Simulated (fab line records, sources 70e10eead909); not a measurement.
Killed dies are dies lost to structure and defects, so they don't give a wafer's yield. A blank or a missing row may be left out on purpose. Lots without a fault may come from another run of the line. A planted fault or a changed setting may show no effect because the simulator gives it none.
fab line records | flow nand_harc
record lots=12 wafers=36 last_day=34
route steps=1302 shown A_CONTACT@1066 END@1302
lots that met no fault: from a run of the same line without faults
start_h: hours from the record's first day to the start of the lot's first wafer shown | wait_h: hours since the lot's step before | " the same as in the row above | L1.1+2: a row that stands for several wafers | - no value, or no start given | * or withheld: withheld | < > ~ a bound
route shown NAME@n: a module of which the file shows steps, and the number in the route of the first | usual: mean/standard deviation of fault-free wafers | same: alike in all rows | chamber/n: place in a boat | sites: the reading at each site | _std_site: their standard deviation | _edge_site: outer sites' mean less inner sites' | radius_mm: how far each site lies from the wafer's centre | mask NAME#n: copy n | behind: the tool/chamber that last shaped the wafer | hold: why the lot was held/for how many hours/how that ended | device: the transistor (n, p or np) that didn't switch | end of line: the same wafers' tests at the end of the route | a step without rows: its recipe alone | killed: dies lost to structure and defects at the first sort, not the wafer's yield | map: a wafer's dies, x killed, . not, _ none there
set.NAME: the setting as run; set.NAME@STEP: as run at that earlier step | model.NAME: the simulator's own value behind a step, which no gauge read
steps of the route over a sample of lots; a table a step, a row a wafer
services: from which hour (start_h, from the record's first day; less than 0 if before it) a tool's chamber was out of use, for how many hours, and why
## steps
# step NHARC_A_CONTACT_DEP_84
# recipe target_thk_a=28000 temp_c=400 material=aC
# usual throttle_valve_pct=34.999/0.009
# columns lot.wafer tool chamber start_h wait_h throttle_valve_pct
L246.1 acl_dep-01 0 535.84 - 35.006
L246.2 " 0 " " 34.999
L246.4 " 0 " " 34.986
L248.1 acl_dep-02 0 551.28 - 34.999
L248.3 " 0 " " 35.006
L248.4 " 0 " " 35.013
L247.1 acl_dep-03 0 552.23 - 35.011
L247.2 " 0 " " 34.989
L247.6 " 0 553.67 - 35.005
L250.3 acl_dep-01 0 579.83 - 34.995
L250.4 " 0 " " 34.995
L250.6 " 0 " " 35.002
L255.2 acl_dep-01 0 621.18 - 34.996
L255.3 " 0 " " 34.986
L255.6 " 0 " " 34.997
L258.1 acl_dep-01 0 639.38 - 34.993
L258.2 " 0 " " 35.012
L258.5 " 0 " " 34.999
L259.1 acl_dep-02 0 649.72 - 35.010
L259.2 " 0 " " 34.997
L259.4 " 0 " " 35.000
L262.3 acl_dep-03 0 691.58 - 35.011
L262.5 " 0 " " 34.992
L262.6 " 0 " " 35.010
L264.2 acl_dep-03 0 702.88 - 34.990
L264.4 " 0 " " 34.986
L264.6 " 0 " " 34.990
L266.1 acl_dep-02 0 725.10 - 34.985
L266.2 " 0 " " 34.994
L266.5 " 0 " " 35.007
L267.1 acl_dep-03 0 735.12 - 34.990
L267.3 " 0 " " 35.003
L267.5 " 0 " " 34.989
L268.2 acl_dep-02 0 747.77 - 34.993
L268.3 " 0 " " 35.004
L268.6 " 0 " " 35.016
# step NHARC_A_CONTACT_DEP_85
# recipe target_thk_a=600 target_thk_nm=60 temp_c=400 pressure_torr=3.5 flow_sccm=200 rf_w=350 material=SiON
# usual heater_power_w=713/93
# columns lot.wafer tool chamber start_h wait_h heater_power_w
L246.1 pecvd-04 2 537.61 1.5 712
L246.2 " 0 " " 848
L246.4 " 0 " " 832
L248.3 pecvd-04 1 553.04 0.9 649
L248.1 " 0 " " 842
L248.4 " 1 " " 668
L247.2 pecvd-02 0 554.01 1.2 880
L247.1 " 1 " " 690
L247.6 " 0 " " 888
L250.3 pecvd-01 0 581.02 0.9 708
L250.4 " 0 " " 712
L250.6 " 1 " " 702
L255.3 pecvd-01 2 622.64 0.9 631
L255.2 " 1 " " 744
L255.6 " 2 " " 615
L258.1 pecvd-02 2 641.70 2.0 622
L258.2 " 1 " " 720
L258.5 " 2 " " 628
L259.2 pecvd-02 1 651.43 1.1 728
L259.1 " 0 " " 941
L259.4 " 1 " " 742
L262.3 pecvd-04 0 692.82 1.0 827
L262.5 " 1 " " 600
L262.6 " 0 " " 835
L264.2 pecvd-02 2 704.36 1.2 616
L264.6 " 1 " " 719
L264.4 " 0 " " 771
L266.1 pecvd-01 1 726.85 1.5 696
L266.2 " 2 " " 577
L266.5 " 2 " " 564
L267.1 pecvd-02 1 736.87 1.5 640
L267.3 " 2 " " 607
L267.5 " 2 " " 623
L268.2 pecvd-04 0 749.22 1.2 813
L268.3 " 1 " " 698
L268.6 " 0 " " 810
# step NHARC_A_CONTACT_CD_MEAS_08
# recipe target_cd_nm=200 landing_energy_ev=500
# usual cd_nm=200.0/0.45
# columns lot.wafer tool chamber start_h wait_h cd_nm
L246.1 cd_sem-01 0 538.18 - 199.8
L246.2 " 0 " " 199.7
L246.4 " 0 " " 199.7
L248.1 cd_sem-01 0 553.63 - 200.1
L248.3 " 0 " " 200.2
L248.4 " 0 " " 200.1
L247.1 cd_sem-03 0 554.58 - 200.6
L247.2 " 0 " " 200.9
L247.6 " 0 " " 200.6
L250.3 cd_sem-03 0 581.66 - 200.9
L250.4 " 0 " " 199.9
L250.6 " 0 " " 200.1
L255.2 cd_sem-01 0 623.36 - 199.8
L255.3 " 0 " " 200.6
L255.6 " 0 " " 200.0
L258.1 cd_sem-02 0 642.42 - 200.0
L258.2 " 0 " " 199.5
L258.5 " 0 " " 199.2
L259.1 cd_sem-03 0 652.15 - 200.3
L259.2 " 0 " " 200.9
L259.4 " 0 " " 200.6
L262.3 cd_sem-03 0 693.37 - 200.2
L262.5 " 0 " " 199.8
L262.6 " 0 " " 200.1
L264.2 cd_sem-01 0 704.93 - 200.4
L264.4 " 0 " " 199.1
L264.6 " 0 " " 199.4
L266.1 cd_sem-03 0 727.54 - 200.3
L266.2 " 0 " " 200.3
L266.5 " 0 " " 200.6
L267.1 cd_sem-01 0 737.59 - 199.3
L267.3 " 0 " " 199.3
L267.5 " 0 " " 200.1
L268.2 cd_sem-01 0 749.95 - 199.7
L268.3 " 0 " " 199.7
L268.6 " 0 " " 199.7
# step NHARC_A_CONTACT_INSPECT_10
# usual raw_defect_count=74/39
# columns lot.wafer tool chamber start_h wait_h raw_defect_count
L246.1 defect_inspect-01 - 538.31 0.0 53
L246.2 " - " " 42
L246.4 " - " " 47
L248.1 defect_inspect-02 - 553.76 0.0 62
L248.3 " - " " 74
L248.4 " - " " 67
L247.1 defect_inspect-01 - 554.70 0.0 88
L247.2 " - " " 105
L247.6 " - " " 111
L250.3 defect_inspect-02 - 581.78 0.0 21
L250.4 " - " " 25
L250.6 " - " " 30
L255.2 defect_inspect-02 - 623.48 0.0 607
L255.3 " - " " 568
L255.6 " - " " 604
L258.1 defect_inspect-02 - 642.54 0.0 625
L258.2 " - " " 670
L258.5 " - " " 673
L259.1 defect_inspect-02 - 652.27 0.0 19
L259.2 " - " " 29
L259.4 " - " " 33
L262.3 defect_inspect-01 - 693.49 0.0 84
L262.5 " - " " 78
L262.6 " - " " 86
L264.2 defect_inspect-01 - 705.05 0.0 83
L264.4 " - " " 84
L264.6 " - " " 74
L266.1 defect_inspect-01 - 727.67 0.0 60
L266.2 " - " " 72
L266.5 " - " " 67
L267.1 defect_inspect-02 - 737.72 0.0 22
L267.3 " - " " 27
L267.5 " - " " 29
L268.2 defect_inspect-01 - 751.69 1.7 33
L268.3 " - " " 38
L268.6 " - " " 46
# step NHARC_A_CONTACT_ETCH_88
# recipe target_depth_a=390 over_etch_frac=0.3 time_s=65 ion_energy_ev=80 cf4_flow_sccm=150 ar_flow_sccm=0 rf_w=300 bias_w=100 chemistry=CF4
# usual bias_w=100.0/0.34 drypump_motor_current_A=5.7/0.56 oes_product_au=1.003/0.0081 rf_vpp_V=151.1/1.4 showerhead_plenum_p_Torr=1.76/0.088 throttle_valve_pct=13.284/0.0098
# columns lot.wafer tool chamber start_h wait_h bias_w drypump_motor_current_A oes_product_au rf_hours_counter_h rf_vpp_V showerhead_plenum_p_Torr throttle_valve_pct
L246.1 rie_diel-02 1 539.18 0.8 99.8 5.8 1.010 21 151.8 1.83 13.290
L246.4 " 2 " " 99.5 6.3 1.002 18 149.6 1.67 13.292
L246.2 " 3 " " 100.5 5.8 1.011 18 151.0 1.74 13.273
L248.3 rie_diel-05 1 553.99 0.1 100.4 5.0 0.998 47 152.7 1.88 13.288
L248.1 " 2 " " 100.7 6.4 0.989 60 148.9 1.64 13.288
L248.4 " 1 " " 100.0 4.9 0.995 - 151.8 1.88 13.301
L247.2 rie_diel-06 2 554.85 0.1 100.1 5.8 0.993 17 152.3 1.79 13.287
L247.1 " 3 " " 99.6 5.5 1.014 17 149.1 1.65 13.294
L247.6 " 3 " " 100.1 5.5 1.011 - 147.9 1.65 13.281
L250.3 rie_diel-06 1 581.92 0.1 100.2 6.5 0.996 27 150.0 1.70 13.281
L250.4 " 2 " " 99.7 5.8 1.001 25 153.0 1.79 13.305
L250.6 " 2 " " 100.1 5.8 1.001 - 151.6 1.79 13.272
L255.2 rie_diel-05 0 623.64 0.1 100.3 5.4 1.004 11 152.6 1.89 13.297
L255.3 " 1 " " 99.8 5.0 1.000 13 152.0 1.87 13.288
L255.6 " 2 " " 100.2 6.3 0.999 - 153.0 1.91 13.278
L258.2 rie_diel-02 0 642.71 0.1 100.1 4.8 0.992 9 149.9 1.70 13.265
L258.1 " 2 " " 100.2 6.3 0.997 12 148.1 1.66 13.270
L258.5 " 2 " " 99.7 6.3 1.008 - 150.5 1.66 13.278
L259.4 rie_diel-06 3 652.43 0.1 100.3 5.5 1.009 43 149.9 1.64 13.285
L259.1 " 0 " " 99.7 5.8 0.989 49 151.4 1.69 13.292
L259.2 " 1 " " 99.9 6.5 0.998 54 149.4 1.69 13.274
L262.3 rie_diel-06 3 693.63 0.1 98.8 5.5 1.010 5 154.6 1.91 13.262
L262.5 " 3 " " 99.5 5.5 1.010 - 154.1 1.91 13.276
L262.6 " 0 " " 100.2 5.8 0.989 - 150.7 1.69 13.284
L264.2 rie_diel-02 0 705.21 0.1 99.8 4.8 1.016 23 151.5 1.70 13.265
L264.4 " 1 " " 99.8 5.8 1.012 24 151.5 1.82 13.299
L264.6 " 3 " " 100.1 5.8 1.025 - 153.1 1.74 13.302
L266.2 rie_diel-06 1 727.82 0.1 100.2 6.5 0.994 19 149.6 1.69 13.295
L266.1 " 2 " " 100.3 5.8 1.007 19 150.8 1.78 13.292
L266.5 " 0 " " 100.6 5.8 1.002 - 150.6 1.69 13.278
L267.3 rie_diel-02 1 737.87 0.1 100.3 5.8 0.994 30 151.8 1.82 13.305
L267.1 " 0 " " 99.9 4.8 0.997 28 150.5 1.70 13.277
L267.5 " 1 " " 100.1 5.8 0.998 - 151.2 1.82 13.280
L268.2 rie_diel-05 1 751.96 0.2 99.7 4.9 1.014 58 154.1 1.86 13.263
L268.3 " 2 " " 100.2 6.4 1.002 53 154.1 1.89 13.291
L268.6 " 3 " " 99.8 6.4 1.015 - 153.5 1.89 13.284
# step NHARC_END_SORT_01
# recipe temp_c=25
# usual killed_at_array=50/18 killed_at_other=0.8/1.1 killed_at_periphery=4.1/2.9 killed_dies=55/18 killed_open=3.5/1.9 killed_short=2.4/1.5
# same gross_dies=677
# columns lot.wafer tool chamber start_h wait_h killed_at_array killed_at_other killed_at_periphery killed_dies killed_open killed_short
L255.2 prober-01 0 678.82 2.9 132 0 3 135 1 2
L255.3 prober-01 0 679.64 3.2 147 0 5 152 3 3
L255.6 prober-01 0 682.07 4.1 143 0 6 149 4 1
L258.1 prober-01 0 696.32 2.5 162 0 6 168 2 0
L258.2 prober-01 0 697.12 2.8 181 0 6 187 3 1
L258.5 prober-01 0 699.53 3.7 174 0 1 175 3 2
L262.3 prober-01 0 748.46 3.1 54 1 5 60 2 5
L262.5 prober-01 0 750.03 3.6 53 1 3 57 1 0
L262.6 prober-01 0 750.81 3.9 62 0 1 63 3 3
# killed by level:class
L255.2 A_CONTACT:unspecified=87 A_SLIT:chamber_film_flake=24 A_CHANNEL_HOLE_D2:chamber_film_flake=9 A_CHANNEL_HOLE_D1:chamber_film_flake=5 P_M0:chamber_film_flake=3 A_CHANNEL_FILL_D1:geometric_particle:short=1 A_ONON_D2:geometric_particle:open=1 A_CHANNEL_FILL_D2:geometric_particle:short=1
L255.3 A_CONTACT:unspecified=85 A_SLIT:chamber_film_flake=23 A_CHANNEL_HOLE_D2:chamber_film_flake=13 A_CHANNEL_HOLE_D1:chamber_film_flake=12 P_M0:chamber_film_flake=4 A_CONTACT:chamber_film_flake=4 A_CHANNEL_FILL_D2:geometric_particle:short=2 A_WL_FILL:chamber_film_flake=2
L255.6 A_CONTACT:unspecified=83 A_SLIT:chamber_film_flake=30 A_CHANNEL_HOLE_D1:chamber_film_flake=8 A_CHANNEL_HOLE_D2:chamber_film_flake=6 P_M0:chamber_film_flake=5 A_CONTACT:chamber_film_flake=5 A_ZERO_WELL:chamber_film_flake=2 A_CHANNEL_FILL_D1:chamber_film_flake=2
L258.1 A_CONTACT:unspecified=80 A_SLIT:chamber_film_flake=26 A_CHANNEL_HOLE_D1:chamber_film_flake=21 A_CHANNEL_HOLE_D2:chamber_film_flake=21 P_STI:chamber_film_flake=3 A_M1:chamber_film_flake=3 A_CONTACT:chamber_film_flake=3 P_M1:chamber_film_flake=2
L258.2 A_CONTACT:unspecified=81 A_SLIT:chamber_film_flake=38 A_CHANNEL_HOLE_D1:chamber_film_flake=34 A_CHANNEL_HOLE_D2:chamber_film_flake=18 A_M1:chamber_film_flake=4 P_M1:chamber_film_flake=3 P_STI:chamber_film_flake=2 P_CONTACT:geometric_particle:open=1
L258.5 A_CONTACT:unspecified=75 A_SLIT:chamber_film_flake=33 A_CHANNEL_HOLE_D1:chamber_film_flake=27 A_CHANNEL_HOLE_D2:chamber_film_flake=22 A_STAIRCASE:chamber_film_flake=6 A_DECK1_JOINT:chamber_film_flake=2 A_CONTACT:chamber_film_flake=2 A_M1:chamber_film_flake=2
L262.3 A_SLIT:chamber_film_flake=28 A_CHANNEL_HOLE_D1:chamber_film_flake=15 A_CONTACT:chamber_film_flake=6 A_WL_FILL:geometric_particle:short=2 P_BONDPAD:chamber_film_flake=2 P_M1:geometric_particle:open=1 P_M1:geometric_particle:short=1 A_ONON_D2:geometric_particle:short=1
L262.5 A_SLIT:chamber_film_flake=33 A_CHANNEL_HOLE_D1:chamber_film_flake=13 A_CONTACT:chamber_film_flake=4 P_GATE:chamber_film_flake=2 A_STAIRCASE:chamber_film_flake=2 A_CONTACT:geometric_particle:open=1 P_STI:chamber_film_flake=1 THIN_TSV:chamber_film_flake=1
L262.6 A_SLIT:chamber_film_flake=31 A_CHANNEL_HOLE_D1:chamber_film_flake=20 A_CONTACT:chamber_film_flake=4 P_STI:geometric_particle:short=1 A_ONON_D1:geometric_particle:short=1 A_ONON_D1:geometric_particle:open=1 A_ONON_D2:geometric_particle:short=1 A_WL_FILL:geometric_particle:open=1
## services
# columns tool chamber start_h hours kind
rie_diel-06 0 512.20 5.7 repair
pecvd-01 - 537.30 3.0 repair
rie_diel-06 - 545.51 0.6 repair
acl_dep-01 - 551.86 13.0 pm
rie_diel-02 - 571.20 9.0 pm
pecvd-04 - 575.79 0.4 repair
rie_diel-05 - 583.68 9.0 pm
rie_diel-02 0 587.88 3.2 repair
pecvd-02 - 589.11 13.0 pm
pecvd-04 2 593.35 6.0 repair
rie_diel-02 3 609.61 14.8 repair
pecvd-02 0 614.44 12.6 repair
acl_dep-02 - 614.81 13.0 pm
pecvd-04 - 631.06 13.0 pm
rie_diel-02 1 642.23 10.7 repair
rie_diel-02 0 651.71 1.5 repair
rie_diel-06 - 661.27 9.0 pm
acl_dep-03 - 667.71 13.0 pm
rie_diel-02 2 684.20 5.6 repair
pecvd-02 - 691.07 0.9 repair
pecvd-02 - 705.04 0.5 repair
rie_diel-06 0 721.43 1.9 repair
acl_dep-01 - 734.36 13.0 pm
rie_diel-02 - 748.20 9.0 pm
## key
first_sign step=NHARC_A_CONTACT_INSPECT_10 reading=raw_defect_count direction=up sigmas=14 usual=74 struck=624
effect step=NHARC_END_SORT_01 reading=killed_at_array direction=up sigmas=5.9 usual=50 struck=156
more_kills_born_at NHARC_A_CONTACT_DEP_84@acl_dep-01=491
met_at NHARC_A_CONTACT_DEP_84
struck_lots L255,L258
tester_left_out L255,L258
not_acting_at NHARC_A_CONTACT_DEP_85,NHARC_A_CONTACT_CD_MEAS_08,NHARC_A_CONTACT_ETCH_88
onset_between 579.83 621.18
fault kind=chamber_particle_source tool=acl_dep-01 chamber=- onset_h=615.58 steps=NHARC_A_CONTACT_DEP_84 rate_per_visit_cm2=0.7832 end_h=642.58
# tester_left_out: of these lots the tester's yield and bins aren't shown, on N5 and GAA mostly nor the transistor test; their killed dies are dies lost to structure and defects alone, not to doping, threshold or leakage, so they don't give the yield
